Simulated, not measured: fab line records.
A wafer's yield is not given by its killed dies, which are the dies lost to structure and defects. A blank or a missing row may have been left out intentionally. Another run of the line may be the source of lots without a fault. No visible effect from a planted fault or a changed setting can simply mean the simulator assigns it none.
Split-lot study / flow n5-finfet / 7 lots, 21 wafers read, on a route of 1938 steps

== SPLIT DETAILS ==
At N5_BEOL_M3_TRENCH_ETCH_37 (etches SiOC in C4F6/O2, target depth 55.555 nm, time 29.2 s), the setting time-s was moved away from the recipe's 29.2 s on 4 of the 21 wafers read, by -21.8% to +22.4%. The other wafers ran this setting at the recipe's value.

== FROM THE SPLIT TO THE READING: what the file shows between them, 2 steps ==
- N5_BEOL_M3_ETCH_41: etches SiCN in CH3F/O2, target depth 29.9 nm, time 52.5 s (also split here: target-depth-a)
- N5_BEOL_M3_STRIP_97: strips in N2/H2, time 10 s

== THE READING ==
trench-depth-nm, in nm, at N5_BEOL_M3_OCD_MEAS_38. Typical for fault-free wafers on this fab line: 55.3 nm, with standard deviation 1.2 nm.

wafer=L077.2; tool, chamber at the split=rie-diel-03, 3; time-s as run, s=29.2; against the recipe=recipe; trench-depth-nm, nm=54.4; against lot-mates on the recipe=-
wafer=L077.3; tool, chamber at the split=rie-diel-03, 1; time-s as run, s=29.2; against the recipe=recipe; trench-depth-nm, nm=57.2; against lot-mates on the recipe=-
wafer=L077.5; tool, chamber at the split=rie-diel-03, 1; time-s as run, s=29.2; against the recipe=recipe; trench-depth-nm, nm=57.2; against lot-mates on the recipe=-
wafer=L080.2; tool, chamber at the split=rie-diel-05, 1; time-s as run, s=29.2; against the recipe=recipe; trench-depth-nm, nm=56.0; against lot-mates on the recipe=-
wafer=L080.4; tool, chamber at the split=rie-diel-05, 3; time-s as run, s=29.2; against the recipe=recipe; trench-depth-nm, nm=55.2; against lot-mates on the recipe=-
wafer=L080.6; tool, chamber at the split=rie-diel-05, 2; time-s as run, s=35.74; against the recipe=+22.4%; trench-depth-nm, nm=68.5; against lot-mates on the recipe=+12.9
wafer=L083.3; tool, chamber at the split=rie-diel-05, 3; time-s as run, s=29.2; against the recipe=recipe; trench-depth-nm, nm=54.4; against lot-mates on the recipe=-
wafer=L083.5; tool, chamber at the split=rie-diel-05, 3; time-s as run, s=29.2; against the recipe=recipe; trench-depth-nm, nm=54.9; against lot-mates on the recipe=-
wafer=L083.6; tool, chamber at the split=rie-diel-05, 0; time-s as run, s=29.2; against the recipe=recipe; trench-depth-nm, nm=53.5; against lot-mates on the recipe=-
wafer=L090.1; tool, chamber at the split=rie-diel-06, 2; time-s as run, s=22.82; against the recipe=-21.8%; trench-depth-nm, nm=43.0; against lot-mates on the recipe=-14.4
wafer=L090.3; tool, chamber at the split=rie-diel-06, 1; time-s as run, s=29.2; against the recipe=recipe; trench-depth-nm, nm=57.2; against lot-mates on the recipe=-
wafer=L090.6; tool, chamber at the split=rie-diel-06, 1; time-s as run, s=29.2; against the recipe=recipe; trench-depth-nm, nm=57.5; against lot-mates on the recipe=-
wafer=L095.1; tool, chamber at the split=rie-diel-05, 3; time-s as run, s=29.2; against the recipe=recipe; trench-depth-nm, nm=53.9; against lot-mates on the recipe=-
wafer=L095.2; tool, chamber at the split=rie-diel-05, 2; time-s as run, s=29.2; against the recipe=recipe; trench-depth-nm, nm=55.9; against lot-mates on the recipe=-
wafer=L095.5; tool, chamber at the split=rie-diel-05, 3; time-s as run, s=29.2; against the recipe=recipe; trench-depth-nm, nm=53.9; against lot-mates on the recipe=-
wafer=L096.2; tool, chamber at the split=rie-diel-05, 3; time-s as run, s=29.2; against the recipe=recipe; trench-depth-nm, nm=54.3; against lot-mates on the recipe=-
wafer=L096.3; tool, chamber at the split=rie-diel-05, 2; time-s as run, s=25.5; against the recipe=-12.7%; trench-depth-nm, nm=48.7; against lot-mates on the recipe=-6.4
wafer=L096.6; tool, chamber at the split=rie-diel-05, 2; time-s as run, s=29.2; against the recipe=recipe; trench-depth-nm, nm=56.0; against lot-mates on the recipe=-
wafer=L097.1; tool, chamber at the split=rie-diel-06, 0; time-s as run, s=29.2; against the recipe=recipe; trench-depth-nm, nm=54.7; against lot-mates on the recipe=-
wafer=L097.2; tool, chamber at the split=rie-diel-06, 1; time-s as run, s=29.2; against the recipe=recipe; trench-depth-nm, nm=56.6; against lot-mates on the recipe=-
wafer=L097.3; tool, chamber at the split=rie-diel-06, 2; time-s as run, s=32.91; against the recipe=+12.7%; trench-depth-nm, nm=60.6; against lot-mates on the recipe=+4.9

THE FIT
A straight line over all 21 wafers: trench-depth-nm changes by +0.55 nm for each +1% of time-s; r = +0.96; the points scatter about the line by 1.3 nm.
The same after taking each lot's own level away (the mean of its wafers on the recipe; 21 wafers): +0.574 nm for each +1%; r = +0.98; scatter 1.1 nm.
Per that fit: largest time-s move, reading shift of 13 nm.
Measured against the standard deviation above, the lots' own levels, which go from 54.27 to 57.35 nm, span 2.6 times it.
The two slopes are in agreement: the lot-to-lot level therefore moves the slope only a little.
Check: +12.6 nm against its lot-mates is what the line predicts for one of the wafers moved furthest among these (+22.4%) when that wafer is left out of the fit. Against them it came out at +12.9 nm.

== ADDITIONAL SPLITS CARRIED BY THESE WAFERS ==
Other splits were also applied to these wafers ahead of the reading. Each is held against what the fit with the lots' levels taken away leaves over:
other split on the same wafers=N5_BEOL_M1_EXPOSE_25 dose-mj; wafers away from the commonest value=6; r with trench-depth-nm (lot level and that fit taken away)=+0.13
other split on the same wafers=N5_BEOL_M3_ETCH_41 target-depth-a; wafers away from the commonest value=8; r with trench-depth-nm (lot level and that fit taken away)=-0.09

== THE WHOLE CHAIN: every reading that the file lists as answering this split, in the file's order ==
step=N5_BEOL_M3_TRENCH_ETCH_37; what it does=etches SiOC in C4F6/O2, target depth 55.555 nm, time 29.2 s; reading=etch.depth-nm (the simulator's own value, which no gauge read); change (the file's fit)=+0.569 nm for each +1% of the setting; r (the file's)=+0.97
step=N5_BEOL_M3_TRENCH_ETCH_37; what it does=etches SiOC in C4F6/O2, target depth 55.555 nm, time 29.2 s; reading=BEOL_M3.feature-depth-nm (the simulator's own value, which no gauge read); change (the file's fit)=+0.566 nm for each +1% of the setting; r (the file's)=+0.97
step=N5_BEOL_M3_OCD_MEAS_38; what it does=; reading=trench-depth-nm; change (the file's fit)=+0.575 nm for each +1% of the setting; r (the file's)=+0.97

== FILE'S OWN FIT ==
trench-depth-nm changes by +0.575 nm for each +1% of time-s, r = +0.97.
